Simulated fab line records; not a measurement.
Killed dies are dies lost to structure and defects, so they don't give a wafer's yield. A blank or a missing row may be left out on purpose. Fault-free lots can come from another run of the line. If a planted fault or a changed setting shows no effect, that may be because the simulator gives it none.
Matching of chambers    flow n5Finfet    N5_GATE_CUT_PECVD_57 on pecvd-02 has 3 sister chambers
The step deposits SiNx from SiH4/NH3/N2, target thk 21 nm. 20 wafers are shown with their chamber, then 10 later ones without.

== WAFERS WITH THEIR CHAMBER ==
wafer   chamber  showerheadPlenumPTorr (Torr)  heaterPowerW (W)  throttleValvePct (%)
L074.2  1        5.05                          954               39.0
L074.3  2        5.14                          605               39.2
L074.5  1        5.04                          936               39.2
L075.3  0        5.15                          768               38.4
L075.5  2        5.12                          634               39.4
L075.6  1        5.05                          875               39.5
L077.2  2        5.13                          601               39.3
L077.4  0        5.16                          699               38.3
L077.5  1        5.06                          870               39.3
L078.1  0        5.17                          770               38.3
L078.3  1        5.05                          919               39.2
L078.5  1        5.06                          950               39.3
L080.1  2        5.15                          606               39.6
L080.3  1        5.05                          928               39.5
L080.4  2        5.14                          592               39.6
L086.1  1        5.06                          907               39.5
L086.2  0        5.16                          784               38.7
L086.6  1        5.07                          915               38.9
L088.1  1        5.07                          795               39.2
L088.3  0        5.15                          726               38.6

SIGNATURES, as means of the wafers listed above
reading                chamber 0  chamber 1  chamber 2  scatter within a chamber
showerheadPlenumPTorr  5.1580     5.0560     5.1360     0.00982
heaterPowerW           749.40     904.90     607.60     39.5
throttleValvePct       38.460     39.260     39.420     0.195
Rule: distance of a wafer from a chamber = root of the sum over the readings of ((wafer's reading minus chamber's mean) / reading's scatter) squared. If the next closest chamber is less than 2 further off than the closest, the wafer can't be placed; otherwise it belongs to the closest. The scatter is the square root of a quotient: the sum, over the shown wafers, of each reading's squared deviation from its chamber's mean, divided by wafers minus chambers.

== WAFERS WHOSE CHAMBER IS MISSING ==
wafer   showerheadPlenumPTorr (Torr)  heaterPowerW (W)  throttleValvePct (%)
L088.5  5.15                          717               38.8
L089.3  5.06                          858               39.1
L089.5  5.06                          862               39.2
L089.6  5.15                          660               39.9
L097.2  5.13                          643               40.2
L097.5  5.14                          635               40.0
L097.6  5.15                          769               39.0
L096.1  5.14                          592               40.2
L096.5  5.14                          611               40.1
L096.6  5.16                          655               38.9

== THE CHAMBER EACH PASSED THROUGH ==
wafer   from the rows above      in truth
L088.5  0                        0
L089.3  1                        1
L089.5  1                        1
L089.6  2                        2
L097.2  2                        2
L097.5  2                        2
L097.6  can't be placed: 0 or 2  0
L096.1  2                        2
L096.5  2                        2
L096.6  can't be placed: 0 or 2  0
8 of 10 placed correctly. Can't be placed from these rows: 2 (the true chamber is among the candidates in 2). Wrongly placed: 0.
